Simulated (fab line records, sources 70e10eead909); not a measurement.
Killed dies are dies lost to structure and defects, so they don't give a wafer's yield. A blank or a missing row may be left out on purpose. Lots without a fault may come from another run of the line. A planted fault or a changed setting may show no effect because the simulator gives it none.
Problem report in the 8D (eight disciplines) form, filled by code | flow nand_harc | the parts of the form that need people (team, actions taken, sign-off) are left out

1. THE PROBLEM
killed_at_array at NHARC_END_SORT_01 reads a mean of 673 on 6 wafers of 2 lots; wafers without a fault read 28 with a standard deviation of 10. That is +64 standard deviations from the usual mean.
First seen on wafer L775.1, day 22 11:24, on prober-01. The record holds 6 wafers of 2 lots with a number at this step. Rule for "out", or "out of limits": more than 4 standard deviations from the usual mean. The other wafers with a number count as sound.

2. WHAT IT IS AND WHAT IT IS NOT
question                    | is                           | is not
which readings at this step | killed_at_array, killed_dies | killed_at_other, killed_at_periphery, killed_open, killed_short
which lots                  | L774, L775                   | -
which wafers of those lots  | all that have a number       | -
read on which gauges        | prober-01, prober-02         | -
when                        | from day 22 11:24            | up to then (0 sound wafers)

3. SUSPECTS, AND WHAT RULES EACH OUT
Counting: a tool at a process step up to the reading stays a suspect if it ran every lot that is out and no sound lot after the first of them.
- the gauge at NHARC_END_SORT_01: ruled out. The wafers that are out were read on 2 gauges (prober-01, prober-02).
- har_cap_etch-03 at NHARC_A_CONTACT_ETCH_134 (etches the open film in C4F8/O2/Ar, time 140 s, target depth 700 nm): kept. It ran every lot that is out, first L775 (day 20 07:33), and no sound lot after that.
Left after counting: har_cap_etch-03 at NHARC_A_CONTACT_ETCH_134.

4. THE CAUSE (what the simulator had put in)
Skipped step whole: har_cap_etch-03, from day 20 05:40 on, at NHARC_A_CONTACT_ETCH_134. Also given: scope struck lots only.
Counting left only this tool.

5. THE CHAIN OF EFFECTS, in route order
Each row: a reading whose mean over the struck wafers that have a number lies more than 3 standard deviations from the usual. Only readings for which the record gives a usual standard deviation are gone through. hours: the time from each lot's start at the first step in this table that gives one to its start at this step, as a median over the lots. sigmas: the change in usual standard deviations.
hours | step              | reading         | usual | on struck wafers | change | sigmas
0     | NHARC_END_SORT_01 | killed_at_array | 28    | 673              | +645   | +64
0     | NHARC_END_SORT_01 | killed_dies     | 31    | 677              | +646   | +65
Readings that are blank on the struck wafers while sound wafers have them: chamber_pressure_mTorr at NHARC_A_CONTACT_ETCH_134; oes_air_line_au at NHARC_A_CONTACT_ETCH_134.

6. WHAT WOULD HAVE CAUGHT IT SOONER
In this record the first reading out of limits at a measuring or inspecting step was taken at day 22 11:24, 54 hours after the fault began at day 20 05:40.
At NHARC_A_CONTACT_ETCH_134 the tool's readings are blank on the struck wafers, where sound wafers have them: an empty tool record is the first sign, and it was there at once.
All the lots that are out (2) had begun NHARC_A_CONTACT_ETCH_134 on har_cap_etch-03 by day 22 11:24. A hold on the tool at that time would have spared none of them.
